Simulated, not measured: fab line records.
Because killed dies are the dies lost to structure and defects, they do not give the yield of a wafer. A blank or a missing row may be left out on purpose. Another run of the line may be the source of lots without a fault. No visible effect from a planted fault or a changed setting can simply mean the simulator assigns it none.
fab line records	flow nandHarc
record lots=24	wafers=72	lastDay=24
route steps=1159 shown A_STAIRCASE@614
lots untouched by any fault: they come from a run of this same line in which no faults occurred
startH: start of the lot's first displayed wafer, in hours after the record's first day	waitH: hours since the lot's step before	" the same as in the row above	L1.1+2: one row covering several wafers at once	- no value, or no start was given	* or withheld: withheld	< > ~ a bound
route shown NAME@n: a module of which the file shows steps, and the number in the route of the first	usual: mean/standard deviation of fault-free wafers	same: alike in all rows	chamber/n: place in a boat	sites: each site's reading	_std_site: standard deviation across them	_edge_site: inner sites' mean taken away from outer sites' mean	radiusMm: how far each site lies from the wafer's centre	mask NAME#n: copy n	behind: tool/chamber where the wafer was last shaped	hold: what put the lot on hold/how long, in hours/how the hold closed	device: the n, p or np transistor that did not switch	end of line: the tests these same wafers got at the end of their route	step lacking rows: just its recipe	killed: dies that structure and defects cost at the first sort, which is not the same as the wafer's yield	map: shows each die of a wafer: x if killed, . if not, _ if none is there
set.NAME: setting as actually run; set.NAME@STEP: the setting as run at that earlier step	model.NAME: the simulator's own value behind a step, which no gauge read
route steps across a sampled set of lots; one table per step, one row per wafer
services: when a tool's chamber went out of use (startH, in hours from the record's first day, below 0 if earlier), for how many hours, and the reason
## steps
# step NHARC_A_STAIRCASE_TRIM_220
# recipe timeS=211.2	o2FlowSccm=500	arFlowSccm=0	biasW=0	chemistry=O2
# usual drypumpMotorCurrentA=6.0/0.42	oesProductAu=0.999/0.01	rfVppV=57.7/1	showerheadPlenumPTorr=3.47/0.15	throttleValvePct=17.036/0.0093
lot.wafer	tool	chamber	startH	waitH	drypumpMotorCurrentA	oesProductAu	rfHoursCounterH	rfVppV	showerheadPlenumPTorr	throttleValvePct
L075.1	rieDiel-13	2	255.60	0.1	6.0	0.993	53	58.7	3.63	17.032
L075.3	"	0	"	"	5.0	1.005	54	58.4	3.36	17.036
L075.4	"	1	"	"	6.3	1.003	52	58.2	3.65	17.055
L076.2	rieDiel-03	0	256.93	0.1	5.9	1.008	11	58.0	3.51	17.051
L076.1	"	2	"	"	6.3	1.016	12	56.6	3.30	17.045
L076.6	"	0	"	"	5.9	1.008	-	57.4	3.51	17.030
L078.3	rieDiel-03	1	260.13	0.1	6.1	0.994	13	57.5	3.28	17.050
L078.1	"	2	"	"	6.3	1.009	13	57.4	3.30	17.043
L078.4	"	0	"	"	5.9	1.011	13	57.0	3.51	17.048
L074.2	rieDiel-13	0	260.61	0.1	5.0	1.015	57	57.1	3.35	17.043
L074.1	"	3	"	"	6.4	0.985	57	58.8	3.27	17.030
L074.5	"	1	"	"	6.2	1.008	-	57.6	3.65	17.036
L077.2	rieDiel-03	3	265.08	0.1	6.2	1.002	15	57.2	3.51	17.039
L077.4	"	0	"	"	5.9	1.010	15	56.7	3.51	17.049
L077.3	"	1	"	"	6.1	1.008	14	57.9	3.28	17.039
L079.1	rieDiel-13	0	269.08	0.1	5.0	1.004	59	56.1	3.35	17.041
L079.3	"	1	"	"	6.2	0.994	57	57.2	3.65	17.048
L079.4	"	3	"	"	6.4	0.978	-	57.0	3.27	17.026
L080.3	rieDiel-03	0	280.85	0.1	5.9	1.002	21	56.6	3.50	17.040
L080.4	"	1	"	"	6.1	1.008	19	57.2	3.28	17.042
L080.6	"	0	"	"	5.8	0.988	-	57.7	3.50	17.012
L083.2	rieDiel-03	0	291.87	0.1	5.8	0.998	24	57.2	3.50	17.020
L083.1	"	1	"	"	6.1	1.012	23	56.2	3.28	17.035
L083.6	"	0	"	"	5.8	1.004	-	58.2	3.50	17.043
L082.1	rieDiel-01	0	292.25	0.1	6.1	0.989	57	57.7	3.62	17.040
L082.2	"	3	"	"	5.3	0.996	59	56.4	3.30	17.016
L082.5	"	0	"	"	6.1	0.995	-	57.6	3.62	17.037
L081.2	rieDiel-01	0	295.45	0.1	6.1	0.965	58	56.5	3.62	17.048
L081.1	"	3	"	"	5.2	0.999	60	57.5	3.30	17.046
L081.6	"	1	"	"	5.8	0.978	-	57.4	3.42	17.039
L084.4	rieDiel-13	0	304.46	0.1	5.0	1.009	8	57.4	3.35	17.026
L084.1	"	1	"	"	6.3	0.997	8	59.0	3.64	17.034
L084.3	"	3	"	"	6.4	0.970	7	58.0	3.80	17.036
L089.2	rieDiel-13	1	315.76	0.2	6.2	1.009	11	58.0	3.64	17.033
L089.4	"	3	"	"	6.4	0.987	11	58.9	3.80	17.044
L089.6	"	1	"	"	6.3	1.002	-	57.3	3.64	17.040
L085.1	rieDiel-13	3	318.97	0.1	6.4	0.983	12	58.2	3.80	17.044
L085.3	"	0	"	"	5.0	1.010	13	57.3	3.34	17.035
L085.2	"	1	"	"	6.3	0.997	14	58.9	3.64	17.030
L087.2	rieDiel-01	1	328.37	0.1	5.8	1.002	1	57.0	3.42	17.031
L087.4	"	0	"	"	6.1	0.989	1	58.7	3.61	17.024
L087.5	"	1	"	"	5.8	0.998	-	57.2	3.42	17.024
L086.3	rieDiel-03	3	333.23	0.1	6.2	1.008	43	57.9	3.50	17.039
L086.1	"	0	"	"	5.8	0.993	41	57.9	3.49	17.033
L086.6	"	0	"	"	5.9	1.000	-	58.9	3.49	17.019
L090.3	rieDiel-03	3	338.52	0.1	6.2	1.007	46	56.1	3.49	17.034
L090.5	"	3	"	"	6.2	0.995	-	58.3	3.49	17.037
L090.6	"	0	"	"	5.9	1.006	-	59.0	3.49	17.039
L088.2	rieDiel-13	0	339.98	0.1	5.0	1.025	23	57.4	3.34	17.038
L088.1	"	2	"	"	6.1	0.996	21	60.1	3.61	17.049
L088.5	"	0	"	"	5.0	1.015	-	58.3	3.34	17.034
L091.1	rieDiel-03	0	347.06	0.1	5.9	0.995	47	56.0	3.49	17.036
L091.4	"	3	"	"	6.2	0.997	-	56.2	3.49	17.021
L091.3	"	0	"	"	5.8	0.998	-	58.3	3.49	17.036
L092.4	rieDiel-01	0	347.20	0.1	6.1	0.994	6	57.9	3.61	17.040
L092.5	"	2	"	"	6.2	1.000	-	57.0	3.37	17.039
L092.6	"	3	"	"	5.2	0.999	-	57.9	3.29	17.029
L094.1	rieDiel-01	1	358.76	0.1	5.9	1.008	13	56.8	3.41	17.043
L094.2	"	3	"	"	5.3	0.998	12	57.3	3.29	17.039
L094.6	"	2	"	"	6.2	0.995	-	57.5	3.37	17.051
L093.3	rieDiel-13	2	358.95	0.1	6.1	0.990	29	58.7	3.61	17.032
L093.4	"	3	"	"	6.4	0.990	30	59.3	3.79	17.019
L093.6	"	0	"	"	5.0	1.012	-	58.5	3.34	17.040
L095.1	rieDiel-13	3	370.95	0.1	6.4	0.999	35	59.3	3.79	17.056
L095.4	"	0	"	"	5.0	1.016	34	56.8	3.33	17.032
L095.6	"	0	"	"	5.0	1.007	-	58.5	3.33	17.030
L097.2	rieDiel-03	2	373.27	0.1	6.3	1.012	60	56.7	3.28	17.047
L097.4	"	2	"	"	6.3	1.008	-	56.4	3.28	17.047
L097.6	"	0	"	"	5.9	0.991	-	58.5	3.48	17.041
L096.2	rieDiel-03	3	375.63	0.4	6.2	1.012	62	58.7	3.48	17.038
L096.3	"	2	"	"	6.3	1.012	61	56.1	3.28	17.022
L096.6	"	0	"	"	5.9	0.998	-	60.6	3.48	17.041
# step NHARC_A_STAIRCASE_TRIM_224
# recipe timeS=211.2	o2FlowSccm=500	arFlowSccm=0	biasW=0	chemistry=O2
# usual drypumpMotorCurrentA=6.0/0.4	oesProductAu=1.000/0.0096	rfVppV=57.6/0.89	showerheadPlenumPTorr=3.47/0.15	throttleValvePct=17.036/0.0094
lot.wafer	tool	chamber	startH	waitH	drypumpMotorCurrentA	oesProductAu	rfHoursCounterH	rfVppV	showerheadPlenumPTorr	throttleValvePct
L075.3	rieDiel-13	2	-	-	6.1	0.999	54	57.4	3.63	17.042
L075.1	"	3	"	"	6.4	0.985	54	57.4	3.27	17.040
L075.4	"	1	"	"	6.3	0.998	52	58.2	3.65	17.033
L076.1	rieDiel-03	1	-	-	6.1	1.001	12	56.9	3.28	17.052
L076.2	"	2	"	"	6.3	1.002	12	56.9	3.30	17.018
L076.6	"	1	"	"	6.1	1.008	-	57.6	3.28	17.020
L078.1	rieDiel-03	0	-	-	5.8	1.013	13	58.1	3.51	17.031
L078.4	"	1	"	"	6.1	1.008	13	56.1	3.28	17.036
L078.3	"	2	"	"	6.3	1.004	13	57.9	3.30	17.045
L074.1	rieDiel-13	3	-	-	6.4	0.986	57	57.0	3.27	17.022
L074.2	"	2	"	"	6.1	0.985	57	57.5	3.63	17.034
L074.5	"	0	"	"	5.0	1.007	-	57.0	3.35	17.035
L077.2	rieDiel-03	1	-	-	6.1	0.997	15	58.7	3.28	17.031
L077.4	"	2	"	"	6.3	0.996	16	59.4	3.30	17.038
L077.3	"	3	"	"	6.2	1.010	16	57.8	3.51	17.040
L079.3	rieDiel-13	1	-	-	6.2	0.999	58	56.9	3.65	17.030
L079.1	"	3	"	"	6.4	0.980	60	58.3	3.27	17.048
L079.4	"	0	"	"	5.0	0.999	-	57.3	3.35	17.057
L080.3	rieDiel-03	2	-	-	6.3	1.010	21	57.7	3.30	17.041
L080.4	"	0	"	"	5.8	0.989	21	58.5	3.50	17.044
L080.6	"	3	"	"	6.2	0.995	-	58.4	3.51	17.021
L083.2	rieDiel-03	3	-	-	6.2	0.998	26	58.0	3.50	17.046
L083.1	"	1	"	"	6.1	1.009	23	56.2	3.28	17.053
L083.6	"	3	"	"	6.2	1.006	-	59.1	3.50	17.029
L082.2	rieDiel-01	3	-	-	5.3	0.996	59	57.6	3.30	17.057
L082.1	"	2	"	"	6.2	0.987	55	57.5	3.38	17.029
L082.5	"	3	"	"	5.3	0.997	-	56.1	3.30	17.037
L081.1	rieDiel-01	0	-	-	6.1	0.987	59	57.5	3.62	17.051
L081.2	"	3	"	"	5.3	1.003	60	57.2	3.30	17.031
L081.6	"	1	"	"	5.9	0.984	-	57.5	3.42	17.045
L084.1	rieDiel-13	2	-	-	6.1	0.998	7	57.4	3.62	17.044
L084.4	"	3	"	"	6.4	0.982	7	58.3	3.80	17.026
L084.3	"	1	"	"	6.2	0.991	8	58.1	3.64	17.039
L089.2	rieDiel-13	1	-	-	6.2	1.003	12	57.3	3.64	17.053
L089.4	"	3	"	"	6.4	0.992	11	57.9	3.80	17.022
L089.6	"	1	"	"	6.2	1.006	-	56.6	3.64	17.031
L085.3	rieDiel-13	1	-	-	6.3	1.006	14	57.5	3.64	17.034
L085.2	"	2	"	"	6.1	0.995	13	58.4	3.62	17.042
L085.1	"	3	"	"	6.4	0.977	13	59.5	3.80	17.048
L087.4	rieDiel-01	1	-	-	5.8	0.998	1	56.3	3.42	17.030
L087.2	"	2	"	"	6.2	0.995	1	56.9	3.38	17.058
L087.5	"	0	"	"	6.1	0.996	-	58.0	3.61	17.029
L086.3	rieDiel-03	2	-	-	6.3	1.001	44	56.3	3.29	17.034
L086.1	"	3	"	"	6.2	1.001	43	58.0	3.49	17.034
L086.6	"	2	"	"	6.3	1.001	-	56.8	3.29	17.034
L090.3	rieDiel-03	0	-	-	5.8	1.002	44	56.9	3.49	17.023
L090.6	"	3	"	"	6.2	1.005	-	57.8	3.49	17.058
L090.5	"	0	"	"	5.8	0.998	-	56.3	3.49	17.029
L088.1	rieDiel-13	3	-	-	6.4	0.996	22	57.7	3.80	17.030
L088.2	"	1	"	"	6.3	1.010	23	57.3	3.63	17.046
L088.5	"	3	"	"	6.4	0.990	-	58.4	3.80	17.037
L092.4	rieDiel-01	0	-	-	6.1	0.984	7	58.5	3.61	17.035
L092.6	"	2	"	"	6.2	1.002	-	57.8	3.37	17.031
L092.5	"	3	"	"	5.3	0.995	-	56.8	3.29	17.042
L091.1	rieDiel-03	3	-	-	6.2	1.008	50	58.3	3.49	17.037
L091.4	"	3	"	"	6.2	1.012	-	57.5	3.49	17.039
L091.3	"	0	"	"	5.8	1.001	-	57.5	3.49	17.024
L094.1	rieDiel-01	0	-	-	6.1	0.987	11	59.4	3.61	17.032
L094.2	"	2	"	"	6.2	0.997	12	57.6	3.37	17.052
L094.6	"	1	"	"	5.9	1.009	-	57.2	3.41	17.037
L093.4	rieDiel-13	3	-	-	6.4	1.000	30	60.3	3.79	17.035
L093.3	"	1	"	"	6.2	1.006	29	57.3	3.63	17.023
L093.6	"	3	"	"	6.4	0.984	-	59.4	3.79	17.042
L095.1	rieDiel-13	3	-	-	6.4	0.990	35	60.0	3.79	17.021
L095.4	"	1	"	"	6.2	0.992	34	58.0	3.63	17.024
L095.6	"	3	"	"	6.4	0.988	-	59.7	3.79	17.041
L097.2	rieDiel-03	2	-	-	6.3	0.997	60	57.1	3.28	17.044
L097.4	"	2	"	"	6.3	1.000	-	57.9	3.28	17.037
L097.6	"	3	"	"	6.2	1.013	-	57.1	3.49	17.029
L096.2	rieDiel-03	3	-	-	6.2	1.015	63	59.2	3.48	17.037
L096.3	"	2	"	"	6.3	1.009	62	58.5	3.28	17.051
L096.6	"	3	"	"	6.2	1.019	-	58.5	3.48	17.024
# step NHARC_A_STAIRCASE_ETCH_227
# recipe targetDepthA=1000	timeS=40.5	ionEnergyEv=400	c4f8FlowSccm=20	o2FlowSccm=10	arFlowSccm=withheld	rfW=600	biasW=1000	chemistry=C4F8/O2
# usual oesProductAu=0.941/0.013	rfVppV=894/5.7
lot.wafer	tool	chamber	startH	waitH	oesProductAu	rfHoursCounterH	rfVppV
L075.4	rieDiel-13	1	-	-	0.944	53	899
L075.1	"	2	"	"	0.945	54	899
L075.3	"	3	"	"	0.924	55	886
L076.1	rieDiel-03	1	-	-	0.949	12	886
L076.2	"	2	"	"	0.940	13	887
L076.6	"	0	"	"	0.963	-	895
L078.1	rieDiel-03	3	-	-	0.954	14	896
L078.3	"	1	"	"	0.951	13	888
L078.4	"	2	"	"	0.955	14	887
L074.2	rieDiel-13	0	-	-	0.932	58	891
L074.1	"	1	"	"	0.936	56	901
L074.5	"	2	"	"	0.938	-	899
L077.2	rieDiel-03	0	-	-	0.946	16	894
L077.3	"	2	"	"	0.939	16	886
L077.4	"	3	"	"	0.937	17	895
L079.1	rieDiel-13	1	-	-	0.950	58	900
L079.4	"	2	"	"	0.944	58	900
L079.3	"	3	"	"	0.940	60	886
L080.3	rieDiel-03	1	-	-	0.952	20	887
L080.4	"	0	"	"	0.960	22	893
L080.6	"	1	"	"	0.955	-	887
L083.2	rieDiel-03	0	-	-	0.959	25	896
L083.1	"	2	"	"	0.949	24	887
L083.6	"	0	"	"	0.955	-	895
L082.2	rieDiel-01	2	-	-	0.938	55	891
L082.1	"	3	"	"	0.926	59	888
L082.5	"	0	"	"	0.924	-	899
L081.2	rieDiel-01	0	-	-	0.924	59	900
L081.1	"	1	"	"	0.947	56	893
L081.6	"	3	"	"	0.942	-	887
L084.3	rieDiel-13	3	-	-	0.927	7	907
L084.1	"	0	"	"	0.960	8	889
L084.4	"	2	"	"	0.948	7	899
L089.2	rieDiel-13	3	-	-	0.928	11	905
L089.4	"	1	"	"	0.939	13	901
L089.6	"	3	"	"	0.935	-	904
L085.2	rieDiel-13	3	-	-	0.937	15	907
L085.1	"	0	"	"	0.967	16	888
L085.3	"	1	"	"	0.942	15	901
L087.4	rieDiel-01	2	-	-	0.932	1	890
L087.2	"	1	"	"	0.941	1	892
L087.5	"	2	"	"	0.942	-	891
L086.1	rieDiel-03	2	-	-	0.947	44	887
L086.3	"	3	"	"	0.941	44	894
L086.6	"	2	"	"	0.941	-	888
L090.3	rieDiel-03	3	-	-	0.938	47	894
L090.6	"	0	"	"	0.938	-	895
L090.5	"	3	"	"	0.944	-	894
L088.2	rieDiel-13	2	-	-	0.936	22	900
L088.1	"	1	"	"	0.952	23	899
L088.5	"	3	"	"	0.934	-	906
L092.4	rieDiel-01	0	-	-	0.911	7	899
L092.5	"	1	"	"	0.927	-	892
L092.6	"	2	"	"	0.914	-	891
L091.1	rieDiel-03	3	-	-	0.929	50	894
L091.4	"	0	"	"	0.937	-	893
L091.3	"	3	"	"	0.928	-	894
L093.3	rieDiel-13	0	-	-	0.978	30	888
L093.4	"	1	"	"	0.954	29	900
L093.6	"	3	"	"	0.935	-	904
L094.1	rieDiel-01	2	-	-	0.927	12	890
L094.2	"	1	"	"	0.935	14	892
L094.6	"	3	"	"	0.935	-	887
L095.4	rieDiel-13	0	-	-	0.951	34	888
L095.1	"	3	"	"	0.934	35	906
L095.6	"	0	"	"	0.942	-	888
L097.2	rieDiel-03	2	-	-	0.938	60	886
L097.4	"	0	"	"	0.940	-	894
L097.6	"	2	"	"	0.951	-	886
L096.2	rieDiel-03	3	-	-	0.960	63	893
L096.3	"	2	"	"	0.950	62	887
L096.6	"	2	"	"	0.954	-	887
# step NHARC_A_STAIRCASE_ETCH_234
# recipe targetDepthA=1000	timeS=40.5	ionEnergyEv=400	c4f8FlowSccm=20	o2FlowSccm=10	arFlowSccm=withheld	rfW=600	biasW=1000	chemistry=C4F8/O2
# usual oesProductAu=0.943/0.01	rfVppV=895/6.2
lot.wafer	tool	chamber	startH	waitH	oesProductAu	rfHoursCounterH	rfVppV
L075.1	rieDiel-03	3	-	-	0.933	13	897
L075.3	"	0	"	"	0.930	12	896
L075.4	"	1	"	"	0.942	12	886
L076.1	rieDiel-03	3	-	-	0.951	13	895
L076.2	"	2	"	"	0.955	13	888
L076.6	"	0	"	"	0.962	-	894
L078.3	rieDiel-03	1	-	-	0.946	14	887
L078.4	"	3	"	"	0.943	15	896
L078.1	"	0	"	"	0.952	14	895
L074.2	rieDiel-13	1	-	-	0.937	56	900
L074.1	"	2	"	"	0.943	58	901
L074.5	"	0	"	"	0.953	-	887
L077.3	rieDiel-13	0	-	-	0.955	59	890
L077.2	"	1	"	"	0.931	57	900
L077.4	"	0	"	"	0.964	-	890
L079.4	rieDiel-01	1	-	-	0.943	46	892
L079.3	"	3	"	"	0.939	51	888
L079.1	"	0	"	"	0.937	50	899
L080.3	rieDiel-03	3	-	-	0.939	23	896
L080.4	"	0	"	"	0.931	22	896
L080.6	"	3	"	"	0.943	-	895
L083.1	rieDiel-13	0	-	-	0.962	3	890
L083.2	"	1	"	"	0.950	3	901
L083.6	"	2	"	"	0.948	-	899
L082.1	rieDiel-13	1	-	-	0.952	3	902
L082.2	"	2	"	"	0.954	3	900
L082.5	"	2	"	"	0.943	-	899
L081.1	rieDiel-01	3	-	-	0.936	60	888
L081.2	"	1	"	"	0.930	56	892
L081.6	"	3	"	"	0.938	-	888
L084.1	rieDiel-13	2	-	-	0.934	8	900
L084.4	"	3	"	"	0.927	8	907
L084.3	"	0	"	"	0.961	8	889
L089.4	rieDiel-13	1	-	-	0.944	13	899
L089.2	"	2	"	"	0.939	12	899
L089.6	"	0	"	"	0.953	-	889
L085.3	rieDiel-13	1	-	-	0.960	15	900
L085.1	"	2	"	"	0.943	14	900
L085.2	"	3	"	"	0.926	15	906
L087.2	rieDiel-03	3	-	-	0.941	42	895
L087.5	"	2	"	"	0.942	-	888
L087.4	"	3	"	"	0.939	-	895
L086.1	rieDiel-13	0	-	-	0.955	20	889
L086.3	"	1	"	"	0.954	20	900
L086.6	"	0	"	"	0.967	-	889
L090.3	rieDiel-01	2	-	-	0.929	6	890
L090.6	"	1	"	"	0.943	-	892
L090.5	"	3	"	"	0.943	-	888
L088.1	rieDiel-13	2	-	-	0.939	22	900
L088.2	"	3	"	"	0.929	23	905
L088.5	"	0	"	"	0.949	-	888
L092.4	rieDiel-13	3	-	-	0.944	25	905
L092.6	"	2	"	"	0.950	-	898
L092.5	"	3	"	"	0.939	-	906
L091.1	rieDiel-01	2	-	-	0.934	9	890
L091.3	"	3	"	"	0.946	8	887
L091.4	"	1	"	"	0.938	9	891
L093.4	rieDiel-13	3	-	-	0.931	30	907
L093.3	"	0	"	"	0.950	30	889
L093.6	"	3	"	"	0.925	-	906
L094.2	rieDiel-13	0	-	-	0.955	30	890
L094.1	"	2	"	"	0.934	30	898
L094.6	"	3	"	"	0.918	-	905
L095.1	rieDiel-13	2	-	-	0.937	35	899
L095.4	"	3	"	"	0.934	36	905
L095.6	"	2	"	"	0.942	-	897
L097.2	rieDiel-03	3	-	-	0.942	62	895
L097.6	"	0	"	"	0.927	-	894
L097.4	"	3	"	"	0.935	-	895
L096.3	rieDiel-13	3	-	-	0.929	37	905
L096.2	"	2	"	"	0.939	37	899
L096.6	"	0	"	"	0.958	-	888
# step NHARC_A_STAIRCASE_DEP_151
# recipe targetThkA=38000	tempC=400	targetThkNm=3800	teosFlowSccm=200	rfW=500	material=SiO2
# usual heaterPowerW=622/100	mfcPrecursorSccm=200.0/0.57
lot.wafer	tool	chamber	startH	waitH	heaterPowerW	mfcPrecursorSccm
L076.1	pecvd-04	1	288.32	0.4	582	200.7
L076.2	"	0	"	"	706	199.5
L076.6	"	2	"	"	649	199.5
L075.3	pecvd-01	0	288.32	0.4	742	199.7
L075.1	"	1	"	"	852	200.8
L075.4	"	2	"	"	454	200.0
L078.1	pecvd-03	1	288.51	0.6	666	199.9
L078.3	"	0	"	"	560	199.8
L078.4	"	2	"	"	545	199.9
L074.1	pecvd-01	0	294.40	0.5	766	200.4
L074.2	"	1	"	"	707	199.9
L074.5	"	1	"	"	685	199.5
L079.3	pecvd-04	0	297.63	0.5	772	199.8
L079.1	"	1	"	"	533	200.2
L079.4	"	1	"	"	506	200.5
L077.2	pecvd-01	2	297.97	0.8	539	199.7
L077.3	"	0	"	"	659	199.5
L077.4	"	0	"	"	638	200.0
L080.3	pecvd-04	1	311.92	0.4	572	200.3
L080.4	"	1	"	"	512	200.4
L080.6	"	2	"	"	678	199.2
L082.1	pecvd-03	0	326.13	0.5	617	200.0
L082.2	"	1	"	"	727	200.1
L082.5	"	0	"	"	503	199.8
L083.2	pecvd-01	2	326.14	0.5	566	200.9
L083.1	"	1	"	"	791	200.0
L083.6	"	0	"	"	643	199.4
L081.2	pecvd-01	2	334.66	0.4	547	200.8
L081.1	"	0	"	"	728	199.7
L081.6	"	2	"	"	442	199.8
L084.3	pecvd-03	2	341.33	0.5	646	199.9
L084.1	"	0	"	"	592	200.5
L084.4	"	0	"	"	507	200.4
L085.2	pecvd-01	0	349.59	0.6	770	200.7
L085.3	"	1	"	"	850	199.7
L085.1	"	2	"	"	540	200.5
L089.2	pecvd-04	1	349.59	0.6	594	199.0
L089.4	"	2	"	"	665	199.6
L089.6	"	1	"	"	507	200.8
L086.3	pecvd-03	1	360.82	0.5	716	199.1
L086.1	"	2	"	"	642	200.4
L086.6	"	0	"	"	501	199.0
L087.2	pecvd-04	2	360.91	0.6	828	199.2
L087.5	"	1	"	"	503	199.5
L087.4	"	2	"	"	647	199.3
L090.3	pecvd-03	1	373.01	0.4	708	200.2
L090.5	"	1	"	"	599	199.8
L090.6	"	2	"	"	544	200.3
L088.2	pecvd-04	2	373.11	0.5	804	199.8
L088.1	"	0	"	"	785	199.2
L088.5	"	0	"	"	663	199.6
L091.3	pecvd-01	0	379.70	0.5	811	199.5
L091.1	"	1	"	"	705	200.4
L091.4	"	0	"	"	640	199.3
L092.4	pecvd-03	0	379.86	0.7	508	200.0
L092.5	"	1	"	"	583	201.4
L092.6	"	2	"	"	543	200.0
L093.3	pecvd-04	1	394.30	0.4	571	200.7
L093.6	"	1	"	"	494	199.8
L093.4	"	0	"	"	636	200.0
L094.1	pecvd-03	0	394.34	0.4	581	199.9
L094.2	"	1	"	"	615	200.6
L094.6	"	0	"	"	502	199.4
L095.1	pecvd-01	2	404.70	0.4	464	199.4
L095.4	"	1	"	"	702	200.1
L095.6	"	1	"	"	697	200.1
L096.2	pecvd-03	2	408.40	0.4	643	199.2
L096.3	"	1	"	"	609	199.5
L096.6	"	2	"	"	521	199.7
L097.2	pecvd-04	1	408.59	0.6	604	199.5
L097.4	"	0	"	"	666	200.4
L097.6	"	1	"	"	493	200.6
# step NHARC_A_STAIRCASE_STRIP_446
# recipe powerW=1500	tempC=250	chemistry=O2
# usual drypumpMotorCurrentA=5.64/0.28	heaterPowerW=343/24
lot.wafer	tool	chamber	startH	waitH	drypumpMotorCurrentA	heaterPowerW	rfHoursCounterH
L076.1	plasmaAsher-01	0	314.34	0.0	5.94	316	8
L076.2	"	1	"	"	5.45	338	8
L076.6	"	0	"	"	5.94	323	-
L075.1	plasmaAsher-01	1	314.62	0.2	5.45	346	8
L075.3	"	1	"	"	5.45	351	-
L075.4	"	0	"	"	5.95	318	-
L078.1	plasmaAsher-02	1	315.81	0.0	5.82	395	44
L078.3	"	1	"	"	5.84	398	-
L078.4	"	0	"	"	5.27	337	-
L074.1	plasmaAsher-01	0	321.52	0.0	5.96	318	11
L074.2	"	1	"	"	5.45	348	11
L074.5	"	1	"	"	5.44	337	-
L077.2	plasmaAsher-01	0	321.85	0.1	5.96	306	11
L077.4	"	1	"	"	5.46	342	-
L077.3	"	0	"	"	5.94	319	-
L079.1	plasmaAsher-01	1	323.99	0.3	5.44	348	12
L079.4	"	0	"	"	5.93	321	-
L079.3	"	1	"	"	5.42	350	-
L080.4	plasmaAsher-02	0	337.67	0.1	5.32	340	-
L080.3	"	1	"	"	5.90	387	-
L080.6	"	0	"	"	5.26	335	-
L082.2	plasmaAsher-02	0	354.28	0.1	5.27	339	57
L082.1	"	1	"	"	5.85	391	57
L082.5	"	1	"	"	5.86	393	-
L083.2	plasmaAsher-01	1	354.39	0.0	5.45	347	23
L083.1	"	0	"	"	5.95	314	23
L083.6	"	1	"	"	5.44	352	-
L081.1	plasmaAsher-01	1	366.04	1.7	5.45	344	29
L081.2	"	0	"	"	5.95	302	29
L081.6	"	0	"	"	5.95	317	-
L084.1	plasmaAsher-01	0	366.32	1.6	5.95	322	29
L084.4	"	0	"	"	5.93	321	-
L084.3	"	1	"	"	5.44	348	-
L089.2	plasmaAsher-02	1	376.07	0.0	5.84	383	3
L089.4	"	0	"	"	5.26	339	-
L089.6	"	0	"	"	5.27	342	-
L085.1	plasmaAsher-01	0	376.23	0.0	5.97	318	35
L085.2	"	1	"	"	5.45	338	35
L085.3	"	0	"	"	5.95	319	-
L086.1	plasmaAsher-02	1	385.37	0.0	5.88	367	6
L086.3	"	0	"	"	5.27	337	-
L086.6	"	1	"	"	5.85	378	-
L087.2	plasmaAsher-01	0	386.18	0.1	5.95	319	37
L087.4	"	0	"	"	5.94	316	-
L087.5	"	0	"	"	5.94	316	-
L090.3	plasmaAsher-01	1	400.14	0.2	5.45	343	-
L090.6	"	0	"	"	5.94	322	-
L090.5	"	1	"	"	5.44	355	-
L088.1	plasmaAsher-02	1	401.42	0.0	5.84	381	9
L088.2	"	0	"	"	5.27	340	9
L088.5	"	0	"	"	5.27	337	-
L091.1	plasmaAsher-02	1	404.12	0.1	5.87	379	11
L091.3	"	1	"	"	5.86	380	-
L091.4	"	0	"	"	5.26	334	-
L092.4	plasmaAsher-01	1	404.42	0.1	5.46	343	-
L092.6	"	1	"	"	5.45	342	-
L092.5	"	0	"	"	5.96	315	-
L093.4	plasmaAsher-02	0	421.14	0.1	5.24	341	-
L093.3	"	1	"	"	5.88	377	-
L093.6	"	1	"	"	5.83	382	-
L094.1	plasmaAsher-01	0	421.20	0.0	5.96	305	52
L094.2	"	1	"	"	5.46	343	52
L094.6	"	1	"	"	5.46	347	-
L095.1	plasmaAsher-02	0	432.76	0.1	5.24	335	17
L095.4	"	1	"	"	5.85	378	-
L095.6	"	0	"	"	5.26	334	-
L096.2	plasmaAsher-01	1	432.97	0.2	5.46	340	55
L096.3	"	1	"	"	5.44	337	-
L096.6	"	1	"	"	5.48	336	-
L097.2	plasmaAsher-02	1	433.18	0.1	5.84	378	18
L097.4	"	1	"	"	5.84	371	-
L097.6	"	0	"	"	5.25	336	-
## services
tool	chamber	startH	hours	kind
pecvd-01	-	237.00	13.0	pm
pecvd-04	1	251.46	5.5	repair
pecvd-01	-	254.11	0.8	repair
rieDiel-13	0	254.66	-	clean
rieDiel-13	1	254.66	-	clean
rieDiel-13	-	264.36	2.3	repair
plasmaAsher-01	-	276.00	9.0	pm
rieDiel-13	-	276.05	9.0	pm
pecvd-03	-	292.26	13.0	pm
rieDiel-01	-	314.85	9.0	pm
pecvd-03	-	329.20	4.0	repair
rieDiel-01	0	337.73	3.3	repair
rieDiel-03	2	343.78	5.5	repair
pecvd-04	0	344.92	9.3	repair
plasmaAsher-02	-	360.12	9.0	pm
pecvd-04	-	376.00	13.0	pm
rieDiel-13	2	385.36	7.5	repair
plasmaAsher-02	-	386.44	5.3	repair
rieDiel-01	1	390.82	1.7	repair
rieDiel-03	3	392.04	7.1	repair
rieDiel-03	-	392.31	9.0	pm
rieDiel-13	-	403.61	1.7	repair
plasmaAsher-02	-	409.45	0.9	repair
pecvd-01	-	418.11	13.0	pm
## key
fault none
